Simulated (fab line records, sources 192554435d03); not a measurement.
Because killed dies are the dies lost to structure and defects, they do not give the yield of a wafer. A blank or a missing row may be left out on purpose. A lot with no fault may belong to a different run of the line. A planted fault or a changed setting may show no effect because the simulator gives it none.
fab line records	flow n5-finfet	part 1 of 2: steps 1 to 22 of 36
[record] lots = 5	wafers = 15	last-day = 17
route steps=1938 shown BEOL_M5@1193 BEOL_M6@1194
lots that met no fault: from a run of the same line without faults
start-h: hours from the record's first day to the start of the lot's first wafer shown	wait-h: hours from the lot's prior step to this one	" repeats the value in the row above	L1.1+2: a row that stands for several wafers	- no value, or no start was given	* or withheld: withheld	< > ~ a bound
route shown NAME@n: names a module that has steps shown in the file, with the first one's number in the route	usual: mean/standard deviation of fault-free wafers	same: alike in all rows	chamber/n: place in a boat	sites: readings site by site	_std_site: the standard deviation of these	_edge_site: mean of outer sites minus mean of inner sites	radius-mm: how far each site lies from the wafer's centre	mask NAME#n: copy n	behind: tool/chamber where the wafer was last shaped	hold: the reason the lot was held/the length of the hold in hours/how it ended	device: which transistor (n, p or np) failed to switch	end of line: tests run on the same wafers once the route is complete	a step with no rows: only its recipe	killed: at the first sort, the dies lost to defects and structure; wafer yield is something else	map: dies across one wafer; x = killed, . = not, _ = none there
set.NAME: setting as actually run; set.NAME@STEP: the setting as run at that earlier step	model.NAME: the simulator's own value behind a step, which no gauge read
certain route steps with their lots: each step a table, each wafer a row
services: when a tool's chamber went out of use (start-h, in hours from the record's first day, below 0 if earlier), for how many hours, and the reason
[[steps]]
[step N5_BEOL_M5_INSPECT_58]
[recipe] inspect-instrument = darkfield	mode = post-dep
[usual] raw-defect-count = 74/25
lot.wafer	tool	chamber	start-h	wait-h	raw-defect-count
L078.3	defect-inspect-02	-	228.15	0.0	69
L078.4	"	-	"	"	76
L078.6	"	-	"	"	104
L080.1	defect-inspect-01	-	231.00	0.0	47
L080.4	"	-	"	"	34
L080.6	"	-	"	"	49
L086.1	defect-inspect-01	-	260.57	0.0	58
L086.2	"	-	"	"	81
L086.6	"	-	"	"	103
L092.4	defect-inspect-02	-	290.88	0.0	81
L092.5	"	-	"	"	71
L092.6	"	-	"	"	95
L094.2	defect-inspect-01	-	317.59	0.0	40
L094.3	"	-	"	"	64
L094.6	"	-	"	"	54
[step N5_BEOL_M6_ILD_DEP_00]
[recipe] material = SiCOH_lowk	target-thk-a = 1797.5	temp-c = 300	precursor = DEMS/porogen	pressure-torr = 5	rf-w = 500	time-s = 33.4
[usual] heater-power-w = 299/49	showerhead-plenum-p-Torr = 5.750/0.017	susceptor-temp-C = 299.99/0.2	throttle-valve-pct = 13.9/0.51
lot.wafer	tool	chamber	start-h	wait-h	heater-power-w	showerhead-plenum-p-Torr	susceptor-temp-C	throttle-valve-pct
L078.3	pecvd-03	1	228.18	0.0	334	5.738	299.98	13.7
L078.4	"	0	"	"	242	5.752	300.13	14.1
L078.6	"	1	"	"	340	5.750	300.21	13.5
L080.1	pecvd-02	1	231.04	0.0	346	5.769	299.86	14.1
L080.4	"	0	"	"	261	5.759	300.23	14.8
L080.6	"	2	"	"	321	5.762	300.15	13.3
L086.1	pecvd-02	0	260.60	0.0	258	5.746	300.07	14.7
L086.2	"	1	"	"	326	5.770	300.44	13.9
L086.6	"	0	"	"	267	5.747	299.86	14.7
L092.4	pecvd-01	1	290.93	0.1	367	5.752	299.64	13.7
L092.5	"	2	"	"	245	5.708	299.84	13.9
L092.6	"	0	"	"	250	5.732	300.03	14.4
L094.2	pecvd-01	2	317.63	0.0	276	5.724	300.10	13.8
L094.3	"	0	"	"	276	5.737	299.98	14.1
L094.6	"	0	"	"	281	5.737	299.96	13.9
[step N5_BEOL_M6_CURE_74]
[recipe] temp-c = 385	time-s = 240	ambient = He/Ar	material = SiCOH_lowk
[usual] lamp-power-pct = 52.31/0.053	wafer_temp_C_max = 386.8/0.47
lot.wafer	tool	chamber	start-h	wait-h	lamp-power-pct	wafer_temp_C_max
L078.3	uv-cure-01	2	228.41	0.2	52.26	386.5
L078.4	"	2	"	"	52.29	386.9
L078.6	"	2	"	"	52.34	386.1
L080.1	uv-cure-02	1	231.10	0.0	52.26	386.9
L080.4	"	1	"	"	52.36	387.4
L080.6	"	1	"	"	52.25	387.4
L086.1	uv-cure-02	2	260.69	0.1	52.30	387.1
L086.2	"	2	"	"	52.28	386.4
L086.6	"	2	"	"	52.29	386.9
L092.4	uv-cure-02	1	291.21	0.3	52.26	386.6
L092.5	"	1	"	"	52.38	386.1
L092.6	"	1	"	"	52.36	387.5
L094.2	uv-cure-02	1	319.61	2.0	52.33	387.3
L094.3	"	1	"	"	52.29	387.2
L094.6	"	1	"	"	52.34	387.7
[step N5_BEOL_M6_THK_MEAS_01]
[recipe] reads = SiCOH_lowk_of_BEOL_M6_ILD_DEP_00
[usual] M6_ILD_THK = 154.1/2.1
lot.wafer	tool	chamber	start-h	wait-h	M6_ILD_THK[nm]
L078.3	film-metro-02	-	228.76	0.3	154.6
L078.4	"	-	"	"	157.9
L078.6	"	-	"	"	158.5
L080.1	film-metro-01	-	231.61	0.4	151.5
L080.4	"	-	"	"	157.4
L080.6	"	-	"	"	155.6
L086.1	film-metro-01	-	261.20	0.4	150.8
L086.2	"	-	"	"	151.4
L086.6	"	-	"	"	153.7
L092.4	film-metro-02	-	291.49	0.2	154.1
L092.5	"	-	"	"	153.5
L092.6	"	-	"	"	152.4
L094.2	film-metro-01	-	320.04	0.4	152.2
L094.3	"	-	"	"	150.9
L094.6	"	-	"	"	150.9
[step N5_BEOL_M6_PECVD_70]
[recipe] material = SiO2	target-thk-a = 200	temp-c = 400	precursor = TEOS/O2	pressure-torr = 5.5	rf-w = 450	teos-flow-sccm = 53.8	gas = O2	flow-sccm = 3000	time-s = 22.7
[usual] heater-power-w = 702/100	showerhead-plenum-p-Torr = 8.82/0.07	susceptor-temp-C = 400.00/0.22	throttle-valve-pct = 22.2/0.79
lot.wafer	tool	chamber	start-h	wait-h	heater-power-w	showerhead-plenum-p-Torr	susceptor-temp-C	throttle-valve-pct
L078.3	pecvd-02	1	228.80	0.0	779	8.93	399.62	22.7
L078.4	"	2	"	"	652	8.91	399.81	21.1
L078.6	"	1	"	"	624	8.90	399.77	22.8
L080.1	pecvd-02	1	231.65	0.0	642	8.93	400.04	22.8
L080.4	"	1	"	"	645	8.91	400.26	22.5
L080.6	"	0	"	"	677	8.86	399.84	23.3
L086.1	pecvd-03	0	261.24	0.0	681	8.88	400.12	22.9
L086.2	"	1	"	"	897	8.76	400.05	22.3
L086.6	"	2	"	"	596	8.73	400.08	21.1
L092.4	pecvd-02	0	291.54	0.1	671	8.84	399.77	23.7
L092.5	"	2	"	"	647	8.89	399.96	21.4
L092.6	"	1	"	"	695	8.90	400.39	22.7
L094.2	pecvd-03	2	320.08	0.0	685	8.75	400.00	21.6
L094.3	"	1	"	"	860	8.76	399.87	22.1
L094.6	"	1	"	"	849	8.78	399.81	21.9
[step N5_BEOL_M6_HM_DEP_02]
[recipe] material = TiN	target-thk-a = 200	temp-c = 25	chamber-pressure-pa = 0.49996
[usual] substrate-temp-c = 25.01/0.11	susceptor-temp-C = 25.01/0.12	throttle-valve-pct = 29.3/1.1
lot.wafer	tool	chamber	start-h	wait-h	substrate-temp-c	susceptor-temp-C	throttle-valve-pct
L078.3	pvd-sputter-01	-	229.25	0.4	25.08	24.95	27.2
L078.4	"	-	"	"	25.07	24.95	29.3
L078.6	"	-	"	"	25.01	25.24	29.9
L080.1	pvd-sputter-01	-	235.05	3.4	25.02	24.92	30.5
L080.4	"	-	"	"	24.88	24.93	29.6
L080.6	"	-	"	"	24.98	24.86	27.6
L086.1	pvd-sputter-03	-	264.17	2.9	25.05	25.06	30.4
L086.2	"	-	"	"	25.25	24.94	29.2
L086.6	"	-	"	"	25.34	25.10	30.3
L092.4	pvd-sputter-03	-	292.83	1.3	24.94	25.14	29.2
L092.5	"	-	"	"	24.85	25.06	27.5
L092.6	"	-	"	"	24.96	24.86	29.7
L094.2	pvd-sputter-01	-	321.18	1.1	25.20	25.05	30.1
L094.3	"	-	"	"	25.22	25.09	27.4
L094.6	"	-	"	"	25.18	25.02	27.3
[step N5_BEOL_M6_COAT_59]
[recipe] resist = SOC	temp-c = 250	time-s = 60	spin-rpm = 1500	resist-thk-nm = 100
lot.wafer	tool	chamber	start-h	wait-h
L078.3+4+6	litho-track-05	0	229.37	0.1
L080.1+4+6	litho-track-03	0	235.18	0.1
L086.1+2+6	litho-track-05	0	264.30	0.1
L092.4+5+6	litho-track-05	0	292.96	0.1
L094.2+3+6	litho-track-04	0	321.31	0.1
[step N5_BEOL_M6_COAT_60]
[recipe] resist = SiARC	temp-c = 220	time-s = 60	spin-rpm = 1500	resist-thk-nm = 35
lot.wafer	tool	chamber	start-h	wait-h
L078.3+4+6	litho-track-05	0	-	-
L080.1+4+6	litho-track-03	0	-	-
L086.1+2+6	litho-track-05	0	-	-
L092.4+5+6	litho-track-05	0	-	-
L094.2+3+6	litho-track-04	0	-	-
[step N5_BEOL_M6_COAT_05]
[recipe] resist = CAR-ArF	spin-rpm = 1500	resist-thk-nm = 90
lot.wafer	tool	chamber	start-h	wait-h
L078.3+4+6	litho-track-05	0	-	-
L080.1+4+6	litho-track-03	0	-	-
L086.1+2+6	litho-track-05	0	-	-
L092.4+5+6	litho-track-05	0	-	-
L094.2+3+6	litho-track-04	0	-	-
[step N5_BEOL_M6_EBR_07]
[recipe] solvent = PGMEA	ebr-width-mm = 1.5
lot.wafer	tool	chamber	start-h	wait-h
L078.3+4+6	litho-track-05	0	-	-
L080.1+4+6	litho-track-03	0	-	-
L086.1+2+6	litho-track-05	0	-	-
L092.4+5+6	litho-track-05	0	-	-
L094.2+3+6	litho-track-04	0	-	-
[step N5_BEOL_M6_SOFTBAKE_06]
[recipe] temp-c = 110	time-s = 60	resist = CAR-ArF
lot.wafer	tool	chamber	start-h	wait-h
L078.3+4+6	litho-track-05	0	-	-
L080.1+4+6	litho-track-03	0	-	-
L086.1+2+6	litho-track-05	0	-	-
L092.4+5+6	litho-track-05	0	-	-
L094.2+3+6	litho-track-04	0	-	-
[step N5_BEOL_M6_EXPOSE_08]
[recipe] mask-id = M6	na = 1.35	source-shape = dipole	sigma-inner = 0.817	sigma-outer = 0.97	polarization = te	dose-mj = 68.25
lot.wafer	tool	chamber	start-h	wait-h	mask
L078.3+4+6	arfi-scanner-01	0	229.63	-	M6#0
L080.1+4+6	arfi-scanner-01	0	235.42	-	M6#0
L086.1+2+6	arfi-scanner-03	0	264.41	-	M6#0
L092.4+5+6	arfi-scanner-02	0	293.22	-	M6#0
L094.2+3+6	arfi-scanner-03	0	321.56	-	M6#0
[step N5_BEOL_M6_PEB_09]
[recipe] peb-temp-c = withheld	peb-time-s = 60	resist = CAR-ArF
lot.wafer	tool	chamber	start-h	wait-h
L078.3+4+6	litho-track-05	0	229.68	0.0
L080.1+4+6	litho-track-03	0	235.48	0.1
L086.1+2+6	litho-track-03	0	264.48	0.1
L092.4+5+6	litho-track-05	0	293.27	0.0
L094.2+3+6	litho-track-04	0	321.62	0.0
[step N5_BEOL_M6_DEVELOP_10]
[recipe] develop-time-s = 30	developer = TMAH	resist = CAR-ArF	rinse-liquid = diw	dry = air-spin	dev-temp-c = 23
lot.wafer	tool	chamber	start-h	wait-h
L078.3+4+6	litho-track-05	0	-	-
L080.1+4+6	litho-track-03	0	-	-
L086.1+2+6	litho-track-03	0	-	-
L092.4+5+6	litho-track-05	0	-	-
L094.2+3+6	litho-track-04	0	-	-
[step N5_BEOL_M6_CD_MEAS_11]
[recipe] target-cd-nm = 38.5	landing-energy-ev = 500	detector = se-inlens	polarity = opening
[usual] cd-nm = 38.4/0.55
lot.wafer	tool	chamber	start-h	wait-h	cd-nm
L078.3	cd-sem-01	0	229.75	-	38.8
L078.4	"	0	"	"	38.1
L078.6	"	0	"	"	37.6
L080.1	cd-sem-03	0	235.55	-	38.9
L080.4	"	0	"	"	38.8
L080.6	"	0	"	"	38.8
L086.1	cd-sem-01	0	264.54	-	38.2
L086.2	"	0	"	"	38.0
L086.6	"	0	"	"	37.7
L092.4	cd-sem-02	0	293.33	-	38.5
L092.5	"	0	"	"	37.7
L092.6	"	0	"	"	38.4
L094.2	cd-sem-02	0	321.68	-	37.9
L094.3	"	0	"	"	38.8
L094.6	"	0	"	"	39.7
[step N5_BEOL_M6_OVL_MEAS_12]
[recipe] points-per-wafer = 44
[usual] M6_OVL = 0.8/0.75
lot.wafer	tool	chamber	start-h	wait-h	M6_OVL[nm]
L078.3	overlay-02	0	229.78	0.0	1.3
L078.4	"	0	"	"	1.7
L078.6	"	0	"	"	2.3
L080.1	overlay-01	0	235.58	0.0	0.5
L080.4	"	0	"	"	-0.6
L080.6	"	0	"	"	0.5
L086.1	overlay-01	0	264.57	0.0	-0.1
L086.2	"	0	"	"	0.5
L086.6	"	0	"	"	1.0
L092.4	overlay-01	0	293.36	0.0	0.8
L092.5	"	0	"	"	0.9
L092.6	"	0	"	"	0.1
L094.2	overlay-02	0	321.71	0.0	-0.4
L094.3	"	0	"	"	0.0
L094.6	"	0	"	"	0.1
[step N5_BEOL_M6_INSPECT_13]
[recipe] mode = adi	inspect-instrument = brightfield
[usual] raw-defect-count = 415/110
lot.wafer	tool	chamber	start-h	wait-h	raw-defect-count
L078.3	defect-inspect-02	-	229.80	0.0	432
L078.4	"	-	"	"	416
L078.6	"	-	"	"	616
L080.1	defect-inspect-01	-	235.60	0.0	457
L080.4	"	-	"	"	391
L080.6	"	-	"	"	434
L086.1	defect-inspect-01	-	264.60	0.0	268
L086.2	"	-	"	"	384
L086.6	"	-	"	"	361
L092.4	defect-inspect-01	-	293.39	0.0	333
L092.5	"	-	"	"	395
L092.6	"	-	"	"	343
L094.2	defect-inspect-01	-	321.74	0.0	337
L094.3	"	-	"	"	469
L094.6	"	-	"	"	402
[step N5_BEOL_M6_DESCUM_16]
[recipe] chemistry = O2	time-s = 7.9	source-power-w = 50	bias-power-w = 20	pressure-mtorr = 20	rf-frequency-hz = 2.712e+07	temp-c = 40	resist = CAR-ArF	o2-flow-sccm = 225
[usual] drypump-motor-current-A = 5.9/0.56	oes-product-au = 0.77/0.072	rf-vpp-V = 242.4/1.2	showerhead-plenum-p-Torr = 2.05/0.058	temp-c = 40.00/0.11	throttle-valve-pct = 20.57/0.28
lot.wafer	tool	chamber	start-h	wait-h	drypump-motor-current-A	oes-product-au	rf-hours-counter-h	rf-vpp-V	showerhead-plenum-p-Torr	temp-c	throttle-valve-pct
L078.3	rie-diel-04	1	229.83	0.0	6.0	0.69	234	243.0	2.08	39.91	20.98
L078.4	"	2	"	"	6.1	0.85	65	242.8	2.02	40.20	20.10
L078.6	"	0	"	"	6.8	0.69	-	241.1	1.99	39.97	20.86
L080.1	rie-diel-04	0	236.48	0.9	6.8	0.70	219	242.2	1.99	39.94	20.83
L080.4	"	2	"	"	6.1	0.85	67	241.9	2.02	40.03	20.09
L080.6	"	0	"	"	6.8	0.71	-	241.0	1.99	39.94	20.83
L086.1	rie-diel-02	1	264.75	0.2	6.6	0.71	196	241.7	2.07	40.10	20.70
L086.2	"	3	"	"	5.0	0.72	211	244.0	2.05	40.13	20.77
L086.6	"	0	"	"	5.6	0.92	-	244.9	2.16	39.96	20.49
L092.4	rie-diel-04	3	293.42	0.0	5.3	0.72	208	239.4	2.00	40.05	20.70
L092.5	"	2	"	"	6.1	0.82	-	242.4	2.02	40.02	20.15
L092.6	"	3	"	"	5.3	0.72	-	242.5	2.00	39.86	20.69
L094.2	rie-diel-04	2	321.77	0.0	6.1	0.81	102	242.3	2.01	39.89	20.17
L094.3	"	1	"	"	6.0	0.95	13	241.9	2.07	39.91	20.66
L094.6	"	1	"	"	6.0	0.95	-	243.9	2.07	39.80	20.65
[step N5_BEOL_M6_ETCH_61]
[recipe] chemistry = CF4	target = SiARC	target-depth-a = 455	mask-material = CAR-ArF	time-s = 75.8	ion-energy-ev = 80	pressure-mtorr = 40	source-w = 545	bias-w = 36	Ar_flow_sccm = 100	cf4-flow-sccm = 100	ends = cleared
[usual] drypump-motor-current-A = 5.9/0.55	etch-rf-on-time-s = 75.5/1.6	oes-product-au = 0.65/0.06	rf-vpp-V = 183.6/1	showerhead-plenum-p-Torr = 2.10/0.055	throttle-valve-pct = 15.75/0.27
lot.wafer	tool	chamber	start-h	wait-h	drypump-motor-current-A	etch-rf-on-time-s	oes-product-au	rf-hours-counter-h	rf-vpp-V	showerhead-plenum-p-Torr	throttle-valve-pct
L078.3	rie-diel-04	1	229.87	0.0	6.0	76.1	0.60	234	183.8	2.11	16.07
L078.4	"	2	"	"	6.1	72.7	0.73	65	182.2	2.08	15.36
L078.6	"	0	"	"	6.8	75.8	0.60	-	183.7	2.03	16.00
L080.1	rie-diel-04	0	236.51	0.0	6.8	77.6	0.59	219	184.1	2.03	16.02
L080.4	"	2	"	"	6.1	73.3	0.73	67	183.2	2.08	15.36
L080.6	"	0	"	"	6.8	77.1	0.59	-	183.6	2.03	16.03
L086.1	rie-diel-02	1	264.79	0.0	6.6	73.5	0.61	196	185.2	2.12	15.91
L086.2	"	3	"	"	5.1	73.3	0.61	211	183.2	2.12	16.15
L086.6	"	0	"	"	5.6	76.3	0.76	-	185.0	2.19	15.51
L092.4	rie-diel-04	3	293.45	0.0	5.3	75.5	0.61	208	182.9	2.05	15.89
L092.5	"	2	"	"	6.1	73.5	0.70	-	182.7	2.07	15.40
L092.6	"	3	"	"	5.3	75.5	0.62	-	182.8	2.05	15.90
L094.2	rie-diel-04	2	321.81	0.0	6.2	72.6	0.70	102	182.9	2.07	15.43
L094.3	"	1	"	"	6.0	76.8	0.80	13	182.2	2.10	15.64
L094.6	"	1	"	"	6.0	76.0	0.80	-	183.7	2.10	15.62
[step N5_BEOL_M6_ETCH_62]
[recipe] chemistry = N2/H2	target = SOC	target-depth-a = 1100	overetch-a = 220	mask-material = SiARC	temp-c = 40	time-s = 165	ion-energy-ev = 200	pressure-mtorr = 30	source-w = 840	bias-w = 150	n2-flow-sccm = 200	h2-flow-sccm = 200
[usual] drypump-motor-current-A = 5.9/0.55	n2-flow-sccm = 200.0/0.65	oes-product-au = 0.64/0.058	rf-vpp-V = 522.5/2.1	showerhead-plenum-p-Torr = 2.49/0.071	temp-c = 39.99/0.11	throttle-valve-pct = 17.97/0.28
lot.wafer	tool	chamber	start-h	wait-h	drypump-motor-current-A	n2-flow-sccm	oes-product-au	rf-hours-counter-h	rf-vpp-V	showerhead-plenum-p-Torr	temp-c	throttle-valve-pct
L078.3	rie-diel-04	1	229.92	0.0	6.0	199.3	0.60	234	522.3	2.51	40.14	18.32
L078.4	"	2	"	"	6.2	200.6	0.71	65	522.8	2.47	40.04	17.55
L078.6	"	0	"	"	6.8	200.6	0.60	-	520.7	2.39	40.04	18.10
L080.1	rie-diel-04	0	236.57	0.0	6.8	200.0	0.60	219	519.9	2.39	39.98	18.10
L080.4	"	2	"	"	6.2	200.5	0.71	67	522.8	2.47	40.06	17.57
L080.6	"	0	"	"	6.8	199.7	0.60	-	519.5	2.39	40.12	18.10
L086.1	rie-diel-02	1	264.85	0.0	6.6	199.9	0.59	196	522.9	2.53	39.77	18.21
L086.2	"	3	"	"	5.1	199.7	0.60	211	521.5	2.52	39.96	18.39
L086.6	"	0	"	"	5.6	200.8	0.77	-	524.6	2.61	39.95	17.83
L092.4	rie-diel-04	3	293.51	0.0	5.3	199.7	0.61	208	520.4	2.42	39.92	18.15
L092.5	"	2	"	"	6.1	200.0	0.68	-	521.7	2.46	40.03	17.60
L092.6	"	3	"	"	5.3	199.9	0.61	-	519.3	2.42	39.98	18.17
L094.2	rie-diel-04	2	321.86	0.0	6.1	199.6	0.67	102	521.9	2.45	40.01	17.61
L094.3	"	1	"	"	6.0	200.6	0.79	13	522.3	2.50	39.99	17.97
L094.6	"	1	"	"	6.1	199.8	0.79	-	524.2	2.50	39.74	17.97
[step N5_BEOL_M6_STRIP_68]
[recipe] chemistry = N2/H2	temp-c = 40	n2-flow-sccm = 200	h2-flow-sccm = 200	rf-frequency-hz = 6e+07
lot.wafer	tool	chamber	start-h	wait-h
L078.3+4+6	rie-diel-04	1,2,0	230.06	0.1
L080.1+4+6	rie-diel-04	0,2,0	236.70	0.1
L086.1+2+6	rie-diel-02	1,3,0	264.98	0.1
L092.4+5+6	rie-diel-04	3,2,3	293.65	0.1
L094.2+3+6	rie-diel-04	2,1,1	322.00	0.1
[step N5_BEOL_M6_STRIP_67]
[recipe] chemistry = CF4	resist = SiARC	power-w = 300	bias-power-w = 75	pressure-mtorr = 50	cf4-flow-sccm = 150	rf-frequency-hz = 6e+07
[usual] drypump-motor-current-A = 5.9/0.56	oes-product-au = 0.76/0.068	rf-vpp-V = 270.4/1.4	showerhead-plenum-p-Torr = 1.76/0.046	throttle-valve-pct = 13.73/0.28
lot.wafer	tool	chamber	start-h	wait-h	drypump-motor-current-A	oes-product-au	rf-hours-counter-h	rf-vpp-V	showerhead-plenum-p-Torr	throttle-valve-pct
L078.3	rie-diel-04	1	230.07	0.0	6.0	0.71	234	270.3	1.78	14.09
L078.4	"	2	"	"	6.1	0.84	65	272.0	1.75	13.36
L078.6	"	0	"	"	6.8	0.71	-	269.6	1.70	13.99
L080.1	rie-diel-04	0	236.71	0.0	6.8	0.70	219	269.3	1.70	14.02
L080.4	"	2	"	"	6.1	0.84	67	269.4	1.75	13.37
L080.6	"	0	"	"	6.8	0.70	-	269.0	1.70	14.00
L086.1	rie-diel-02	1	264.99	0.0	6.6	0.69	196	270.3	1.78	13.89
L086.2	"	3	"	"	5.0	0.70	211	270.6	1.79	14.12
L086.6	"	0	"	"	5.6	0.89	-	271.8	1.84	13.47
L092.4	rie-diel-04	3	293.66	0.0	5.3	0.72	208	269.9	1.71	13.88
L092.5	"	2	"	"	6.1	0.81	-	268.4	1.74	13.41
L092.6	"	3	"	"	5.3	0.72	-	268.0	1.71	13.87
L094.2	rie-diel-04	2	322.01	0.0	6.1	0.80	102	268.8	1.74	13.45
L094.3	"	1	"	"	6.0	0.94	13	271.3	1.77	13.59
L094.6	"	1	"	"	6.0	0.94	-	270.3	1.77	13.58
